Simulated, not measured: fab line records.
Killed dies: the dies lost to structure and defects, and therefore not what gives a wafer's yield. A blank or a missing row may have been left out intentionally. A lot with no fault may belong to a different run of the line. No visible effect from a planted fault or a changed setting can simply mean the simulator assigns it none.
Chamber matching	flow n5_finfet	N5_HKMG_FIN_CVD_62 on thermal_cvd_si-01 has 3 sister chambers
The step deposits a-Si from Si2H6, target thk 3 nm, time 20.8 s. 3 wafers are shown with their chamber, then 12 later ones without.

== WAFERS PAIRED WITH THEIR CHAMBERS ==
wafer	chamber	heater_power_w (W)
L086.5	1	1178
L090.4	0	1778
L090.5	2	1489

== WAFERS WHOSE CHAMBER IS MISSING ==
wafer	heater_power_w (W)
L092.1	1518
L092.3	1790
L092.5	1161
L094.1	1168
L094.2	1756
L094.5	1168
L097.1	1139
L097.2	1755
L097.3	1536
L097.4	1484
L097.5	1775
L097.6	1160

== WHICH CHAMBER EACH ONE RAN IN ==
wafer	from the rows above	in truth
L092.1	2	2
L092.3	0	0
L092.5	1	1
L094.1	1	1
L094.2	0	0
L094.5	1	1
L097.1	1	1
L097.2	0	0
L097.3	2	2
L097.4	2	2
L097.5	0	0
L097.6	1	1
12 of 12 placed correctly. From these rows, 0 cannot be placed. 0 placed wrongly.
How it was worked out, from the rows above alone: a wafer's distance from a chamber is the root of the sum, over the readings, of the square of ((its reading less the chamber's mean) divided by the reading's scatter). If the next closest chamber is less than 2 further off than the closest, the wafer can't be placed; otherwise it belongs to the closest. For every chamber, the mean is computed from those of its wafers that are shown. The scatter: root of mean squared gap, hidden wafer to nearest shown wafer, with one shown wafer a chamber.
